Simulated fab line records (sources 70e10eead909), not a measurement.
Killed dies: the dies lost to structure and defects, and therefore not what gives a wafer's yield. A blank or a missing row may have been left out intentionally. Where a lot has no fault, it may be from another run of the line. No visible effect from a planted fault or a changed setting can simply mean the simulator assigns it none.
Chamber matching ; flow nand-harc ; rie-diel-11 running NHARC_A_BONDPAD_ETCH_34: 4 sister chambers
The step etches the open film in N2/H2, target depth 60 nm, overetch 18 nm, time 65.91 s. 7 wafers are shown with their chamber, then 7 later ones without.

== EACH WAFER AND ITS CHAMBER ==
wafer;chamber;rf-vpp-V (V);run-length-s (s)
L994.4;2;426.7;87.3
L994.6;1;430.5;88.2
L995.4;2;427.6;87.6
L995.5;3;430.1;86.9
L995.6;0;433.4;87.2
L996.1;1;429.6;87.8
L996.4;0;431.0;87.7

== WAFERS MISSING THEIR CHAMBER ==
wafer;rf-vpp-V (V);run-length-s (s)
L996.6;430.0;86.9
L997.2;429.8;88.5
L997.3;431.5;86.9
L997.5;431.6;86.9
L998.3;429.6;88.1
L998.4;431.7;87.2
L998.5;430.0;87.9

== WHICH CHAMBER EACH ONE RAN IN ==
wafer;from the rows above;in truth
L996.6;3;3
L997.2;1;1
L997.3;can't be placed: 3 or 0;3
L997.5;can't be placed: 3 or 0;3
L998.3;1;1
L998.4;can't be placed: 0 or 3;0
L998.5;1;1
Correctly placed: 4 of 7. Not placeable from these rows: 3 (in 3, the candidates include the true chamber). 0 placed wrongly.
How it was worked out, from the rows above alone: a wafer's distance from a chamber is the root of the sum, over the readings, of the square of ((its reading less the chamber's mean) divided by the reading's scatter). If the next closest chamber is less than 2 further off than the closest, the wafer can't be placed; otherwise it belongs to the closest. A chamber's mean is the mean of its shown wafers. The scatter: the root of (the sum of the squares of (reading less its chamber's mean) over the shown wafers, divided by (wafers less chambers)).
